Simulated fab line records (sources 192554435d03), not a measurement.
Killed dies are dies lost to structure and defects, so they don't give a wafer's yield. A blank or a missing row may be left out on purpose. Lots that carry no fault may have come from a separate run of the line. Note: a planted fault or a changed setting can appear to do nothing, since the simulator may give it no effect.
Matching of chambers / flow n5Finfet / pecvd-02 running N5_BEOL_M1_DEP_57: 3 sister chambers
The step deposits SiCN from 3MS/NH3, target thk 8 nm, time 14 s. 20 wafers are shown with their chamber, then 10 later ones without.

== WAFERS PAIRED WITH THEIR CHAMBERS ==
wafer=L074.2; chamber=2; throttleValvePct (%)=8.4; showerheadPlenumPTorr (Torr)=3.647
wafer=L074.3; chamber=1; throttleValvePct (%)=8.9; showerheadPlenumPTorr (Torr)=3.681
wafer=L074.5; chamber=2; throttleValvePct (%)=8.3; showerheadPlenumPTorr (Torr)=3.662
wafer=L080.2; chamber=1; throttleValvePct (%)=8.9; showerheadPlenumPTorr (Torr)=3.683
wafer=L080.3; chamber=2; throttleValvePct (%)=8.2; showerheadPlenumPTorr (Torr)=3.652
wafer=L080.4; chamber=2; throttleValvePct (%)=8.5; showerheadPlenumPTorr (Torr)=3.658
wafer=L082.1; chamber=1; throttleValvePct (%)=8.7; showerheadPlenumPTorr (Torr)=3.686
wafer=L082.3; chamber=2; throttleValvePct (%)=8.5; showerheadPlenumPTorr (Torr)=3.653
wafer=L082.6; chamber=0; throttleValvePct (%)=9.5; showerheadPlenumPTorr (Torr)=3.659
wafer=L083.1; chamber=2; throttleValvePct (%)=8.2; showerheadPlenumPTorr (Torr)=3.652
wafer=L083.2; chamber=0; throttleValvePct (%)=9.6; showerheadPlenumPTorr (Torr)=3.656
wafer=L083.3; chamber=1; throttleValvePct (%)=8.8; showerheadPlenumPTorr (Torr)=3.696
wafer=L084.2; chamber=2; throttleValvePct (%)=8.2; showerheadPlenumPTorr (Torr)=3.662
wafer=L084.5; chamber=2; throttleValvePct (%)=8.4; showerheadPlenumPTorr (Torr)=3.657
wafer=L084.6; chamber=1; throttleValvePct (%)=8.8; showerheadPlenumPTorr (Torr)=3.688
wafer=L086.2; chamber=2; throttleValvePct (%)=8.1; showerheadPlenumPTorr (Torr)=3.658
wafer=L086.4; chamber=2; throttleValvePct (%)=8.3; showerheadPlenumPTorr (Torr)=3.655
wafer=L086.6; chamber=0; throttleValvePct (%)=9.3; showerheadPlenumPTorr (Torr)=3.661
wafer=L089.2; chamber=2; throttleValvePct (%)=8.4; showerheadPlenumPTorr (Torr)=3.658
wafer=L089.3; chamber=0; throttleValvePct (%)=9.4; showerheadPlenumPTorr (Torr)=3.665

SIGNATURES, as means of the wafers listed above
reading=throttleValvePct; chamber 0=9.450; chamber 1=8.820; chamber 2=8.318; scatter within a chamber=0.122
reading=showerheadPlenumPTorr; chamber 0=3.66025; chamber 1=3.68680; chamber 2=3.65582; scatter within a chamber=0.00476
Rule: for each reading, subtract the chamber's mean from the wafer's reading, divide by that reading's scatter and square the result; add these up over the readings and take the root, which gives the wafer's distance from the chamber. If the next closest chamber is less than 2 further off than the closest, the wafer can't be placed; otherwise it belongs to the closest. The scatter: take each reading less its chamber's mean, square it, sum over the shown wafers, divide by the number of wafers less the number of chambers, and take the root.

== WAFERS WITH NO CHAMBER GIVEN ==
wafer=L089.5; throttleValvePct (%)=9.1; showerheadPlenumPTorr (Torr)=3.674
wafer=L090.2; throttleValvePct (%)=8.7; showerheadPlenumPTorr (Torr)=3.680
wafer=L090.3; throttleValvePct (%)=8.3; showerheadPlenumPTorr (Torr)=3.652
wafer=L090.4; throttleValvePct (%)=9.1; showerheadPlenumPTorr (Torr)=3.681
wafer=L093.4; throttleValvePct (%)=9.6; showerheadPlenumPTorr (Torr)=3.662
wafer=L093.5; throttleValvePct (%)=8.9; showerheadPlenumPTorr (Torr)=3.686
wafer=L093.6; throttleValvePct (%)=8.3; showerheadPlenumPTorr (Torr)=3.661
wafer=L094.2; throttleValvePct (%)=9.5; showerheadPlenumPTorr (Torr)=3.662
wafer=L094.3; throttleValvePct (%)=8.2; showerheadPlenumPTorr (Torr)=3.656
wafer=L094.4; throttleValvePct (%)=8.7; showerheadPlenumPTorr (Torr)=3.692

== THE CHAMBER EACH PASSED THROUGH ==
wafer=L089.5; from the rows above=can't be placed: 1 or 0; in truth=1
wafer=L090.2; from the rows above=1; in truth=1
wafer=L090.3; from the rows above=2; in truth=2
wafer=L090.4; from the rows above=1; in truth=1
wafer=L093.4; from the rows above=0; in truth=0
wafer=L093.5; from the rows above=1; in truth=1
wafer=L093.6; from the rows above=2; in truth=2
wafer=L094.2; from the rows above=0; in truth=0
wafer=L094.3; from the rows above=2; in truth=2
wafer=L094.4; from the rows above=1; in truth=1
Placed correctly: 9 of 10. Can't be placed from these rows: 1 (the true chamber is among the candidates in 1). Placed wrongly: 0.
